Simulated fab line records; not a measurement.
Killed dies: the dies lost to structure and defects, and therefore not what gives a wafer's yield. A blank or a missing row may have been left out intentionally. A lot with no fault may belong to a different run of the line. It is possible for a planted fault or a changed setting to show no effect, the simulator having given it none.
fab line records | flow n5Finfet
[record] lots = 14 | wafers = 42 | lastDay = 19
route steps=1938 shown BEOL_M12@1615
lots that met no fault: from a run of the same line without faults
startH: start of the lot's first displayed wafer, in hours after the record's first day | waitH: hours from the lot's prior step to this one | " same as the row above | L1.1+2: several wafers, shown together as one row | - no value, or no start was given | * or withheld: withheld | < > ~ a bound
route shown NAME@n: a module of which the file shows steps, and the number in the route of the first | usual: mean/standard deviation taken from wafers without a fault | same: alike in all rows | chamber/n: place in a boat | sites: per-site readings | _std_site: standard deviation across them | _edge_site: mean of outer sites minus mean of inner sites | radiusMm: for every site, how far away it sits from the centre of the wafer | mask NAME#n: copy n | behind: tool/chamber where the wafer was last shaped | hold: why the lot was held/for how many hours/how that ended | device: whichever transistor did not switch (one of n, p or np) | end of line: the route-end tests of the same wafers | a step given without rows: its recipe and nothing more | killed: the dies lost at the first sort to structure and to defects; this is not the yield of the wafer | map: per-die view of a wafer (x killed, . not killed, _ where there is no die)
set.NAME: setting as actually run; set.NAME@STEP: the setting as run at that earlier step | model.NAME: the simulator's own value behind a step, which no gauge read
steps of the route over a sample of lots; a table a step, a row a wafer
services: when a tool's chamber went out of use (startH, in hours from the record's first day, below 0 if earlier), for how many hours, and the reason
[[steps]]
[step N5_BEOL_M12_DESCUM_15]
[recipe] chemistry = O2 | timeS = 7.9 | sourcePowerW = 50 | biasPowerW = 20 | pressureMtorr = 20 | rfFrequencyHz = 2.712e+07 | tempC = 40 | o2FlowSccm = 225
[usual] drypumpMotorCurrentA = 5.9/0.39 | oesProductAu = 0.80/0.08 | rfVppV = 243.6/1.6 | showerheadPlenumPTorr = 2.12/0.099 | throttleValvePct = 20.33/0.15
lot.wafer | tool       | chamber | startH | waitH | drypumpMotorCurrentA | oesProductAu | rfHoursCounterH | rfVppV | showerheadPlenumPTorr | throttleValvePct
L822.1    | rieDiel-02 | 0       | 254.69 | 0.1   | 5.3                  | 0.82         | 65              | 244.3  | 2.21                  | 20.21
L822.4    | "          | 3       | "      | "     | 5.9                  | 0.71         | 214             | 243.8  | 2.16                  | 20.26
L822.5    | "          | 0       | "      | "     | 5.3                  | 0.83         | -               | 244.4  | 2.21                  | 20.20
L823.1    | rieDiel-02 | 0       | 263.48 | 0.3   | 5.3                  | 0.82         | 68              | 244.9  | 2.21                  | 20.21
L823.5    | "          | 2       | "      | "     | 6.4                  | 0.93         | -               | 243.0  | 2.05                  | 20.19
L823.6    | "          | 1       | "      | "     | 5.5                  | 0.77         | -               | 244.5  | 2.19                  | 20.38
L826.3    | rieDiel-02 | 2       | 269.16 | 0.0   | 6.4                  | 0.93         | 19              | 243.8  | 2.04                  | 20.22
L826.4    | "          | 1       | "      | "     | 5.5                  | 0.78         | 116             | 244.6  | 2.19                  | 20.38
L826.6    | "          | 3       | "      | "     | 5.9                  | 0.70         | -               | 242.8  | 2.15                  | 20.27
L824.2    | rieDiel-04 | 0       | 278.73 | 0.0   | 6.4                  | 0.84         | 81              | 244.3  | 2.22                  | 20.27
L824.3    | "          | 3       | "      | "     | 6.0                  | 0.71         | 235             | 243.3  | 2.06                  | 20.41
L824.6    | "          | 0       | "      | "     | 6.4                  | 0.84         | -               | 245.5  | 2.22                  | 20.28
L825.2    | rieDiel-02 | 0       | 290.02 | 0.0   | 5.3                  | 0.81         | 78              | 245.6  | 2.21                  | 20.21
L825.5    | "          | 2       | "      | "     | 6.4                  | 0.93         | -               | 243.9  | 2.04                  | 20.22
L825.6    | "          | 3       | "      | "     | 5.9                  | 0.70         | -               | 243.8  | 2.15                  | 20.29
L828.1    | rieDiel-05 | 1       | 310.85 | 0.0   | 5.4                  | 0.73         | 181             | 239.6  | 1.90                  | 20.56
L828.3    | "          | 0       | "      | "     | 5.5                  | 0.73         | 204             | 242.5  | 2.16                  | 20.31
L828.6    | "          | 1       | "      | "     | 5.4                  | 0.73         | -               | 240.0  | 1.90                  | 20.56
L830.1    | rieDiel-05 | 0       | 338.07 | 0.0   | 5.5                  | 0.72         | 214             | 244.3  | 2.16                  | 20.31
L830.3    | "          | 2       | "      | "     | 5.8                  | 0.83         | 66              | 245.8  | 2.21                  | 20.37
L830.5    | "          | 1       | "      | "     | 5.4                  | 0.72         | -               | 240.2  | 1.90                  | 20.58
L835.1    | rieDiel-04 | 2       | 343.30 | 0.1   | 6.1                  | 0.80         | 117             | 241.4  | 2.01                  | 20.61
L835.2    | "          | 3       | "      | "     | 6.0                  | 0.97         | 2               | 244.1  | 2.06                  | 20.07
L835.5    | "          | 1       | "      | "     | 6.1                  | 0.94         | -               | 245.2  | 2.22                  | 19.98
L834.1    | rieDiel-02 | 3       | 346.54 | 0.0   | 5.9                  | 0.69         | 241             | 244.6  | 2.15                  | 20.31
L834.5    | "          | 2       | "      | "     | 6.4                  | 0.88         | -               | 242.4  | 2.04                  | 20.26
L834.6    | "          | 1       | "      | "     | 5.5                  | 0.75         | -               | 242.8  | 2.18                  | 20.43
L836.1    | rieDiel-02 | 3       | 347.58 | 0.0   | 5.9                  | 0.69         | 241             | 243.8  | 2.15                  | 20.30
L836.2    | "          | 1       | "      | "     | 5.5                  | 0.75         | 144             | 244.8  | 2.18                  | 20.42
L836.5    | "          | 1       | "      | "     | 5.5                  | 0.75         | -               | 245.7  | 2.18                  | 20.41
L838.3    | rieDiel-05 | 0       | 370.37 | 0.1   | 5.5                  | 0.71         | 228             | 245.4  | 2.15                  | 20.34
L838.4    | "          | 2       | "      | "     | 5.8                  | 0.81         | 80              | 244.3  | 2.21                  | 20.38
L838.5    | "          | 0       | "      | "     | 5.6                  | 0.71         | -               | 244.1  | 2.15                  | 20.33
L840.3    | rieDiel-05 | 1       | 375.90 | 0.0   | 5.4                  | 0.71         | 206             | 240.0  | 1.89                  | 20.60
L840.5    | "          | 0       | "      | "     | 5.5                  | 0.70         | -               | 244.0  | 2.15                  | 20.32
L840.6    | "          | 3       | "      | "     | 6.3                  | 0.87         | -               | 245.3  | 2.13                  | 20.35
L842.2    | rieDiel-02 | 1       | 381.19 | 0.0   | 5.5                  | 0.75         | 150             | 243.7  | 2.18                  | 20.43
L842.5    | "          | 1       | "      | "     | 5.5                  | 0.75         | -               | 244.7  | 2.18                  | 20.43
L842.6    | "          | 0       | "      | "     | 5.3                  | 0.78         | -               | 243.6  | 2.19                  | 20.28
L844.2    | rieDiel-02 | 0       | 410.21 | 0.0   | 5.3                  | 0.75         | 122             | 244.8  | 2.19                  | 20.29
L844.4    | "          | 0       | "      | "     | 5.3                  | 0.75         | -               | 244.6  | 2.19                  | 20.28
L844.6    | "          | 2       | "      | "     | 6.4                  | 0.83         | -               | 241.5  | 2.03                  | 20.29
[step N5_BEOL_M12_VIA_ETCH_16]
[recipe] chemistry = C4F8/O2/Ar | target = SiOC | pressureMtorr = 30 | sourceW = 3000 | biasW = 700 | Ar_flow_sccm = 400 | C4F8_flow_sccm = 15 | O2_flow_sccm = 8 | heInnerTorr = 15 | heOuterTorr = 30 | targetDepthA = 7248 | timeS = withheld | ionEnergyEv = 250 | ends = cleared
[usual] C4F8_flow_sccm = 14.99/0.047 | O2_flow_sccm = 7.999/0.022 | drypumpMotorCurrentA = 5.9/0.39 | oesProductAu = 0.72/0.071 | rfVppV = 666/4.2 | showerheadPlenumPTorr = 3.46/0.15 | throttleValvePct = 24.09/0.19
lot.wafer | tool       | chamber | startH | waitH | C4F8_flow_sccm | O2_flow_sccm | drypumpMotorCurrentA | oesProductAu | rfVppV | showerheadPlenumPTorr | throttleValvePct
L822.1    | rieDiel-02 | 0       | 254.78 | 0.0   | 14.99          | 7.960        | 5.3                  | 0.74         | 670    | 3.59                  | 23.95
L822.4    | "          | 3       | "      | "     | 14.99          | 8.008        | 5.9                  | 0.64         | 667    | 3.50                  | 23.94
L822.5    | "          | 0       | "      | "     | 15.01          | 7.986        | 5.3                  | 0.74         | 670    | 3.59                  | 23.96
L823.1    | rieDiel-02 | 0       | 263.56 | 0.0   | 15.01          | 7.974        | 5.3                  | 0.74         | 671    | 3.59                  | 23.96
L823.5    | "          | 2       | "      | "     | 14.94          | 8.012        | 6.4                  | 0.84         | 665    | 3.34                  | 23.97
L823.6    | "          | 1       | "      | "     | 15.09          | 8.009        | 5.5                  | 0.71         | 670    | 3.58                  | 24.24
L826.3    | rieDiel-02 | 2       | 269.25 | 0.0   | -              | -            | -                    | -            | -      | -                     | -
L826.4    | "          | 1       | "      | "     | -              | -            | -                    | -            | -      | -                     | -
L826.6    | "          | 3       | "      | "     | -              | -            | -                    | -            | -      | -                     | -
L824.2    | rieDiel-04 | 0       | 278.82 | 0.0   | -              | -            | -                    | -            | -      | -                     | -
L824.3    | "          | 3       | "      | "     | -              | -            | -                    | -            | -      | -                     | -
L824.6    | "          | 0       | "      | "     | -              | -            | -                    | -            | -      | -                     | -
L825.2    | rieDiel-02 | 0       | 290.10 | 0.0   | 14.99          | 7.990        | 5.3                  | 0.72         | 670    | 3.59                  | 23.97
L825.5    | "          | 2       | "      | "     | 14.99          | 8.004        | 6.4                  | 0.83         | 663    | 3.34                  | 23.97
L825.6    | "          | 3       | "      | "     | 14.97          | 7.998        | 5.9                  | 0.63         | 668    | 3.49                  | 23.94
L828.1    | rieDiel-05 | 1       | 310.93 | 0.0   | 14.97          | 7.985        | 5.4                  | 0.65         | 658    | 3.15                  | 24.44
L828.3    | "          | 0       | "      | "     | 15.03          | 7.997        | 5.6                  | 0.65         | 668    | 3.51                  | 24.00
L828.6    | "          | 1       | "      | "     | 14.97          | 8.032        | 5.4                  | 0.66         | 657    | 3.15                  | 24.43
L830.1    | rieDiel-05 | 0       | 338.16 | 0.0   | 14.95          | 8.007        | 5.5                  | 0.65         | 668    | 3.51                  | 24.02
L830.3    | "          | 2       | "      | "     | 15.04          | 8.012        | 5.9                  | 0.75         | 671    | 3.61                  | 24.20
L830.5    | "          | 1       | "      | "     | 14.96          | 8.009        | 5.4                  | 0.65         | 656    | 3.14                  | 24.45
L835.1    | rieDiel-04 | 2       | 343.38 | 0.0   | 14.95          | 8.001        | 6.1                  | 0.72         | 662    | 3.30                  | 24.47
L835.2    | "          | 3       | "      | "     | 15.01          | 7.965        | 6.0                  | 0.87         | 664    | 3.35                  | 23.75
L835.5    | "          | 1       | "      | "     | 15.00          | 8.003        | 6.1                  | 0.85         | 671    | 3.62                  | 23.78
L834.1    | rieDiel-02 | 3       | 346.62 | 0.0   | 15.01          | 8.031        | 5.9                  | 0.63         | 667    | 3.48                  | 23.96
L834.5    | "          | 2       | "      | "     | 15.02          | 7.975        | 6.4                  | 0.80         | 663    | 3.33                  | 24.01
L834.6    | "          | 1       | "      | "     | 15.08          | 7.994        | 5.5                  | 0.69         | 669    | 3.57                  | 24.27
L836.1    | rieDiel-02 | 3       | 347.66 | 0.0   | 15.02          | 8.027        | 5.9                  | 0.63         | 667    | 3.48                  | 23.98
L836.2    | "          | 1       | "      | "     | 15.02          | 8.009        | 5.5                  | 0.69         | 669    | 3.57                  | 24.27
L836.5    | "          | 1       | "      | "     | 15.04          | 8.029        | 5.5                  | 0.69         | 669    | 3.57                  | 24.27
L838.3    | rieDiel-05 | 0       | 370.46 | 0.0   | 14.97          | 7.958        | 5.5                  | 0.64         | 668    | 3.50                  | 24.03
L838.4    | "          | 2       | "      | "     | 14.91          | 8.041        | 5.9                  | 0.73         | 670    | 3.60                  | 24.23
L838.5    | "          | 0       | "      | "     | 14.97          | 7.962        | 5.5                  | 0.64         | 669    | 3.50                  | 24.04
L840.3    | rieDiel-05 | 1       | 375.99 | 0.0   | 15.07          | 7.988        | 5.4                  | 0.63         | 655    | 3.14                  | 24.45
L840.5    | "          | 0       | "      | "     | 14.98          | 7.979        | 5.6                  | 0.64         | 668    | 3.50                  | 24.03
L840.6    | "          | 3       | "      | "     | 15.00          | 7.994        | 6.3                  | 0.79         | 668    | 3.47                  | 24.09
L842.2    | rieDiel-02 | 1       | 381.27 | 0.0   | 14.98          | 7.981        | 5.5                  | 0.68         | 670    | 3.56                  | 24.27
L842.5    | "          | 1       | "      | "     | 15.03          | 7.978        | 5.5                  | 0.68         | 670    | 3.56                  | 24.28
L842.6    | "          | 0       | "      | "     | 15.01          | 7.970        | 5.3                  | 0.69         | 670    | 3.57                  | 24.01
L844.2    | rieDiel-02 | 0       | 410.29 | 0.0   | 15.01          | 7.994        | 5.3                  | 0.68         | 669    | 3.56                  | 24.02
L844.4    | "          | 0       | "      | "     | 15.01          | 8.015        | 5.3                  | 0.68         | 671    | 3.56                  | 24.02
L844.6    | "          | 2       | "      | "     | 15.00          | 8.040        | 6.4                  | 0.77         | 663    | 3.31                  | 24.05
[step N5_BEOL_M12_STRIP_63]
[recipe] chemistry = N2/H2 | powerW = 1000 | tempC = 250 | h2Frac = 0.65 | overashFraction = 0.3 | pressureMtorr = 1000 | n2FlowSccm = 1750 | h2FlowSccm = 3250
[usual] drypumpMotorCurrentA = 5.34/0.28 | heaterPowerW = 349/17 | oesProductAu = 0.694/0.0044 | stripTimeToEndpointS = 42.7/0.81
[same] overashFraction = 0.3
lot.wafer | tool           | chamber | startH | waitH | drypumpMotorCurrentA | heaterPowerW | oesProductAu | rfHoursCounterH | stripTimeToEndpointS
L822.1    | plasmaAsher-01 | 0       | 254.98 | -     | 5.01                 | 330          | 0.698        | 122             | 43.4
L822.4    | "              | 0       | "      | "     | 4.99                 | 332          | 0.702        | -               | 42.7
L822.5    | "              | 1       | "      | "     | 5.62                 | 360          | 0.694        | -               | 41.9
L823.1    | plasmaAsher-02 | 0       | 263.76 | -     | 5.21                 | 335          | 0.694        | 70              | 43.0
L823.5    | "              | 1       | "      | "     | 5.50                 | 358          | 0.699        | -               | 42.8
L823.6    | "              | 0       | "      | "     | 5.19                 | 343          | 0.693        | -               | 42.3
L826.3    | plasmaAsher-01 | 0       | 269.47 | -     | 5.01                 | 326          | 0.864        | -               | 93.5
L826.4    | "              | 1       | "      | "     | 5.61                 | 364          | 0.854        | -               | 93.6
L826.6    | "              | 1       | "      | "     | 5.62                 | 363          | 0.858        | -               | 93.8
L824.2    | plasmaAsher-01 | 1       | 279.02 | -     | 5.63                 | 365          | 0.859        | 127             | 92.2
L824.3    | "              | 0       | "      | "     | 5.00                 | 335          | 0.854        | -               | 92.5
L824.6    | "              | 1       | "      | "     | 5.61                 | 357          | 0.869        | -               | 92.5
L825.2    | plasmaAsher-02 | 1       | 290.30 | -     | 5.50                 | 362          | 0.688        | 75              | 42.5
L825.5    | "              | 0       | "      | "     | 5.22                 | 327          | 0.692        | -               | 41.2
L825.6    | "              | 1       | "      | "     | 5.52                 | 357          | 0.687        | -               | 42.0
L828.1    | plasmaAsher-01 | 0       | 311.13 | -     | 4.99                 | 327          | 0.696        | 134             | 43.5
L828.3    | "              | 1       | "      | "     | 5.65                 | 379          | 0.689        | -               | 43.6
L828.6    | "              | 1       | "      | "     | 5.66                 | 368          | 0.696        | -               | 43.1
L830.1    | plasmaAsher-01 | 1       | 338.36 | -     | 5.67                 | 355          | 0.689        | 139             | 43.7
L830.3    | "              | 0       | "      | "     | 5.04                 | 327          | 0.685        | -               | 42.3
L830.5    | "              | 1       | "      | "     | 5.63                 | 373          | 0.686        | -               | 42.7
L835.1    | plasmaAsher-01 | 1       | 343.59 | -     | 5.64                 | 368          | 0.701        | 140             | 42.2
L835.2    | "              | 0       | "      | "     | 5.01                 | 326          | 0.692        | 140             | 41.6
L835.5    | "              | 0       | "      | "     | 4.99                 | 335          | 0.697        | -               | 40.9
L834.1    | plasmaAsher-02 | 0       | 346.82 | -     | 5.24                 | 347          | 0.691        | 85              | 43.4
L834.5    | "              | 1       | "      | "     | 5.51                 | 373          | 0.694        | -               | 42.0
L834.6    | "              | 0       | "      | "     | 5.22                 | 352          | 0.694        | -               | 42.9
L836.1    | plasmaAsher-01 | 0       | 347.86 | -     | 5.05                 | 331          | 0.699        | 141             | 43.5
L836.2    | "              | 1       | "      | "     | 5.58                 | 369          | 0.699        | 141             | 42.8
L836.5    | "              | 1       | "      | "     | 5.61                 | 366          | 0.691        | -               | 41.8
L838.3    | plasmaAsher-02 | 1       | 370.68 | -     | 5.52                 | 356          | 0.694        | -               | 43.5
L838.4    | "              | 0       | "      | "     | 5.25                 | 339          | 0.694        | -               | 42.7
L838.5    | "              | 0       | "      | "     | 5.23                 | 344          | 0.695        | -               | 43.1
L840.3    | plasmaAsher-01 | 1       | 376.21 | -     | 5.65                 | 364          | 0.691        | -               | 43.1
L840.5    | "              | 1       | "      | "     | 5.66                 | 369          | 0.699        | -               | 42.3
L840.6    | "              | 0       | "      | "     | 5.02                 | 326          | 0.694        | -               | 41.9
L842.2    | plasmaAsher-01 | 0       | 381.47 | -     | 5.03                 | 327          | 0.691        | 148             | 43.7
L842.5    | "              | 0       | "      | "     | 5.01                 | 329          | 0.692        | -               | 42.5
L842.6    | "              | 1       | "      | "     | 5.63                 | 368          | 0.693        | -               | 42.2
L844.2    | plasmaAsher-01 | 0       | 410.49 | -     | 4.99                 | 329          | 0.699        | 154             | 42.8
L844.4    | "              | 1       | "      | "     | 5.65                 | 367          | 0.693        | -               | 41.9
L844.6    | "              | 1       | "      | "     | 5.65                 | 368          | 0.695        | -               | 42.1
[step N5_BEOL_M12_CD_MEAS_17]
[recipe] targetCdNm = 140 | polarity = opening
[usual] cdNm = 140.2/1.5
lot.wafer | tool     | chamber | startH | waitH | cdNm
L822.1    | cdSem-01 | -       | 255.19 | 0.0   | 140.0
L822.4    | "        | -       | "      | "     | 139.7
L822.5    | "        | -       | "      | "     | 139.0
L823.1    | cdSem-01 | -       | 263.97 | 0.0   | 137.9
L823.5    | "        | -       | "      | "     | 139.8
L823.6    | "        | -       | "      | "     | 139.9
L826.3    | cdSem-03 | -       | 269.66 | 0.0   | -
L826.4    | "        | -       | "      | "     | -
L826.6    | "        | -       | "      | "     | -
L824.2    | cdSem-01 | -       | 279.22 | 0.0   | -
L824.3    | "        | -       | "      | "     | -
L824.6    | "        | -       | "      | "     | -
L825.2    | cdSem-01 | -       | 290.56 | 0.0   | 140.2
L825.5    | "        | -       | "      | "     | 141.5
L825.6    | "        | -       | "      | "     | 139.4
L828.1    | cdSem-02 | -       | 311.34 | 0.0   | 139.3
L828.3    | "        | -       | "      | "     | 139.9
L828.6    | "        | -       | "      | "     | 142.0
L830.1    | cdSem-01 | -       | 338.56 | 0.0   | 139.1
L830.3    | "        | -       | "      | "     | 139.6
L830.5    | "        | -       | "      | "     | 138.8
L835.1    | cdSem-01 | -       | 343.80 | 0.0   | 141.0
L835.2    | "        | -       | "      | "     | 140.9
L835.5    | "        | -       | "      | "     | 140.7
L834.1    | cdSem-01 | -       | 347.03 | 0.0   | 140.8
L834.5    | "        | -       | "      | "     | 143.3
L834.6    | "        | -       | "      | "     | 140.6
L836.1    | cdSem-02 | -       | 348.07 | 0.0   | 137.9
L836.2    | "        | -       | "      | "     | 138.7
L836.5    | "        | -       | "      | "     | 141.7
L838.3    | cdSem-02 | -       | 370.87 | 0.0   | 140.4
L838.4    | "        | -       | "      | "     | 137.9
L838.5    | "        | -       | "      | "     | 138.7
L840.3    | cdSem-01 | -       | 376.40 | 0.0   | 142.3
L840.5    | "        | -       | "      | "     | 138.3
L840.6    | "        | -       | "      | "     | 140.4
L842.2    | cdSem-02 | -       | 381.68 | 0.0   | 139.5
L842.5    | "        | -       | "      | "     | 137.4
L842.6    | "        | -       | "      | "     | 141.2
L844.2    | cdSem-03 | -       | 410.70 | 0.0   | 140.3
L844.4    | "        | -       | "      | "     | 142.9
L844.6    | "        | -       | "      | "     | 141.6
[step N5_BEOL_M12_INSPECT_30]
[recipe] mode = adi | inspectInstrument = macro
[usual] rawDefectCount = 2.1/1.5
lot.wafer | tool             | chamber | startH | waitH | rawDefectCount
L822.1    | defectInspect-02 | -       | 255.57 | 0.0   | 3
L822.4    | "                | -       | "      | "     | 2
L822.5    | "                | -       | "      | "     | 1
L823.1    | defectInspect-02 | -       | 264.48 | 0.0   | 0
L823.5    | "                | -       | "      | "     | 0
L823.6    | "                | -       | "      | "     | 3
L825.2    | defectInspect-01 | -       | 290.94 | 0.0   | 2
L825.5    | "                | -       | "      | "     | 2
L825.6    | "                | -       | "      | "     | 2
L828.1    | defectInspect-01 | -       | 311.85 | 0.0   | 2
L828.3    | "                | -       | "      | "     | 3
L828.6    | "                | -       | "      | "     | 2
L830.1    | defectInspect-01 | -       | 338.95 | 0.0   | 1
L830.3    | "                | -       | "      | "     | 0
L830.5    | "                | -       | "      | "     | 3
L835.1    | defectInspect-01 | -       | 344.18 | 0.0   | 2
L835.2    | "                | -       | "      | "     | 0
L835.5    | "                | -       | "      | "     | 3
L834.1    | defectInspect-02 | -       | 347.41 | 0.0   | 2
L834.5    | "                | -       | "      | "     | 2
L834.6    | "                | -       | "      | "     | 0
L836.1    | defectInspect-02 | -       | 348.45 | 0.0   | 2
L836.2    | "                | -       | "      | "     | 2
L836.5    | "                | -       | "      | "     | 5
L838.3    | defectInspect-02 | -       | 371.25 | 0.0   | 2
L838.4    | "                | -       | "      | "     | 0
L838.5    | "                | -       | "      | "     | 3
L840.3    | defectInspect-02 | -       | 376.90 | 0.0   | 2
L840.5    | "                | -       | "      | "     | 2
L840.6    | "                | -       | "      | "     | 2
L842.2    | defectInspect-02 | -       | 382.06 | 0.0   | 2
L842.5    | "                | -       | "      | "     | 2
L842.6    | "                | -       | "      | "     | 5
L844.2    | defectInspect-01 | -       | 411.08 | 0.0   | 0
L844.4    | "                | -       | "      | "     | 3
L844.6    | "                | -       | "      | "     | 4
[step N5_BEOL_M12_TRENCH_ETCH_34]
[recipe] chemistry = C4F8/O2/Ar | target = SiOC | targetDepthA = 3189.5 | maskMaterial = SOC | pressureMtorr = 30 | sourceW = 3000 | biasW = 700 | Ar_flow_sccm = 400 | C4F8_flow_sccm = 15 | O2_flow_sccm = 8 | heInnerTorr = 15 | heOuterTorr = 30 | timeS = 125.5 | ionEnergyEv = 250
[usual] C4F8_flow_sccm = 15.00/0.041 | O2_flow_sccm = 7.998/0.024 | drypumpMotorCurrentA = 5.9/0.37 | oesProductAu = 0.81/0.082 | rfVppV = 667/4.3 | showerheadPlenumPTorr = 3.45/0.15 | throttleValvePct = 24.10/0.21
lot.wafer | tool       | chamber | startH | waitH | C4F8_flow_sccm | O2_flow_sccm | drypumpMotorCurrentA | oesProductAu | rfHoursCounterH | rfVppV | showerheadPlenumPTorr | throttleValvePct
L822.1    | rieDiel-05 | 1       | 255.98 | 0.0   | 14.99          | 7.963        | 5.4                  | 0.73         | 164             | 659    | 3.16                  | 24.40
L822.4    | "          | 0       | "      | "     | 14.99          | 7.981        | 5.5                  | 0.74         | 190             | 668    | 3.52                  | 23.98
L822.5    | "          | 1       | "      | "     | 14.94          | 7.998        | 5.4                  | 0.74         | -               | 657    | 3.16                  | 24.40
L823.1    | rieDiel-02 | 2       | 264.88 | 0.0   | 14.98          | 7.953        | 6.4                  | 0.93         | 18              | 664    | 3.34                  | 23.96
L823.5    | "          | 3       | "      | "     | 14.92          | 7.987        | 5.9                  | 0.71         | -               | 669    | 3.50                  | 23.93
L823.6    | "          | 2       | "      | "     | 14.95          | 7.955        | 6.4                  | 0.93         | -               | 665    | 3.34                  | 23.97
L825.2    | rieDiel-02 | 2       | 291.33 | 0.0   | 14.96          | 8.004        | 6.4                  | 0.91         | 27              | 664    | 3.34                  | 24.00
L825.5    | "          | 2       | "      | "     | 15.01          | 7.984        | 6.4                  | 0.91         | -               | 663    | 3.34                  | 23.99
L825.6    | "          | 1       | "      | "     | 14.98          | 7.994        | 5.5                  | 0.76         | -               | 670    | 3.58                  | 24.24
L828.1    | rieDiel-05 | 2       | 312.25 | 0.0   | 14.95          | 8.039        | 5.8                  | 0.85         | 57              | 670    | 3.62                  | 24.19
L828.3    | "          | 1       | "      | "     | 14.98          | 8.012        | 5.4                  | 0.73         | 182             | 657    | 3.15                  | 24.44
L828.6    | "          | 1       | "      | "     | 14.99          | 7.996        | 5.4                  | 0.73         | -               | 657    | 3.15                  | 24.42
L830.1    | rieDiel-02 | 1       | 339.34 | 0.0   | 15.05          | 8.034        | 5.5                  | 0.75         | 142             | 670    | 3.57                  | 24.27
L830.3    | "          | 0       | "      | "     | 14.95          | 8.005        | 5.3                  | 0.79         | 95              | 670    | 3.58                  | 23.99
L830.5    | "          | 3       | "      | "     | 14.99          | 8.041        | 5.9                  | 0.70         | -               | 668    | 3.49                  | 23.96
L835.1    | rieDiel-05 | 0       | 344.87 | 0.0   | 15.08          | 8.039        | 5.5                  | 0.70         | 217             | 668    | 3.50                  | 24.01
L835.2    | "          | 1       | "      | "     | 15.08          | 7.969        | 5.4                  | 0.69         | 193             | 657    | 3.14                  | 24.44
L835.5    | "          | 0       | "      | "     | 15.09          | 7.966        | 5.6                  | 0.71         | -               | 669    | 3.50                  | 24.01
L834.1    | rieDiel-04 | 1       | 347.85 | 0.0   | 15.03          | 8.008        | 6.1                  | 0.94         | 21              | 671    | 3.62                  | 23.80
L834.5    | "          | 1       | "      | "     | 15.03          | 8.000        | 6.1                  | 0.93         | -               | 671    | 3.62                  | 23.78
L834.6    | "          | 2       | "      | "     | 14.94          | 7.978        | 6.1                  | 0.78         | -               | 661    | 3.30                  | 24.45
L836.1    | rieDiel-02 | 2       | 348.85 | 0.0   | 15.04          | 7.983        | 6.4                  | 0.88         | 47              | 663    | 3.33                  | 24.01
L836.2    | "          | 0       | "      | "     | 15.04          | 8.030        | 5.3                  | 0.77         | 98              | 668    | 3.57                  | 24.00
L836.5    | "          | 0       | "      | "     | 15.00          | 7.995        | 5.3                  | 0.78         | -               | 669    | 3.57                  | 23.98
L838.3    | rieDiel-04 | 3       | 371.65 | 0.0   | 15.01          | 8.001        | 6.0                  | 0.93         | 10              | 665    | 3.34                  | 23.79
L838.4    | "          | 1       | "      | "     | 14.92          | 7.982        | 6.1                  | 0.92         | 30              | 670    | 3.61                  | 23.80
L838.5    | "          | 3       | "      | "     | 14.93          | 8.009        | 6.0                  | 0.93         | -               | 665    | 3.34                  | 23.78
L840.3    | rieDiel-02 | 3       | 377.30 | 0.0   | 15.04          | 7.997        | 5.9                  | 0.69         | 252             | 668    | 3.48                  | 23.99
L840.5    | "          | 1       | "      | "     | 14.99          | 8.016        | 5.5                  | 0.74         | -               | 669    | 3.57                  | 24.27
L840.6    | "          | 2       | "      | "     | 15.01          | 7.971        | 6.4                  | 0.87         | -               | 665    | 3.32                  | 24.04
L842.2    | rieDiel-04 | 2       | 382.46 | 0.0   | 14.97          | 8.004        | 6.1                  | 0.79         | 131             | 663    | 3.30                  | 24.49
L842.5    | "          | 2       | "      | "     | 14.99          | 8.008        | 6.1                  | 0.78         | -               | 663    | 3.30                  | 24.49
L842.6    | "          | 1       | "      | "     | 15.03          | 7.939        | 6.1                  | 0.93         | -               | 671    | 3.61                  | 23.80
L844.2    | rieDiel-04 | 1       | 411.48 | 0.0   | 14.99          | 8.008        | 6.1                  | 0.89         | 45              | 670    | 3.60                  | 23.83
L844.4    | "          | 2       | "      | "     | 15.01          | 8.015        | 6.1                  | 0.78         | -               | 661    | 3.29                  | 24.49
L844.6    | "          | 3       | "      | "     | 15.01          | 8.016        | 6.0                  | 0.90         | -               | 664    | 3.33                  | 23.78
[[services]]
tool           | chamber | startH | hours | kind
rieDiel-05     | 0       | 267.67 | 7.6   | repair
rieDiel-04     | 1       | 277.22 | -     | clean
rieDiel-04     | 1       | 277.22 | -     | consumableReplace:focusRing
rieDiel-04     | 1       | 277.22 | -     | consumableReplace:showerhead
rieDiel-04     | 1       | 277.22 | 13.6  | scheduledDown
rieDiel-04     | 1       | 277.22 | 13.6  | ventCycle
plasmaAsher-02 | -       | 293.29 | 0.9   | repair
rieDiel-02     | 3       | 321.37 | 8.5   | repair
rieDiel-04     | 3       | 323.22 | -     | clean
rieDiel-04     | 3       | 323.22 | -     | consumableReplace:focusRing
rieDiel-04     | 3       | 323.22 | 13.6  | scheduledDown
rieDiel-04     | 3       | 323.22 | 13.6  | ventCycle
rieDiel-05     | 3       | 337.33 | 15.2  | repair
rieDiel-02     | 1       | 356.92 | 13.5  | repair
rieDiel-04     | 0       | 404.31 | 19.7  | repair
[[key]]
[firstSign] step = N5_BEOL_M12_VIA_ETCH_16 | reading = toolRecord | direction = missing
[effect] step = N5_BEOL_M12_STRIP_63 | reading = stripTimeToEndpointS | direction = up | sigmas = 62 | usual = * | struck = *
[effect] step = N5_BEOL_M12_CD_MEAS_17 | reading = cdNm | direction = missing
metAt N5_BEOL_M12_VIA_ETCH_16
struckLots L824,L826
laterRowsLeftOut L824.2,L824.3,L824.6,L826.3,L826.4,L826.6
sortLeftOut L824.2,L824.3,L824.6,L826.3,L826.4,L826.6
notActingAt N5_BEOL_M12_DESCUM_15,N5_BEOL_M12_INSPECT_30,N5_BEOL_M12_TRENCH_ETCH_34
onsetBetween 263.56 269.25
[fault] kind = skippedStepWhole | tool = rieDiel-02,rieDiel-04 | chamber = - | onsetH = 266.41 | steps = N5_BEOL_M12_VIA_ETCH_16 | scope = struckLotsOnly
// sortLeftOut: the simulated sort isn't trusted on such a fault, so these wafers' sort isn't shown, and their yield isn't known
// laterRowsLeftOut: the simulator's readings of these wafers behind a module that went badly wrong aren't trusted and aren't shown, but for the sort
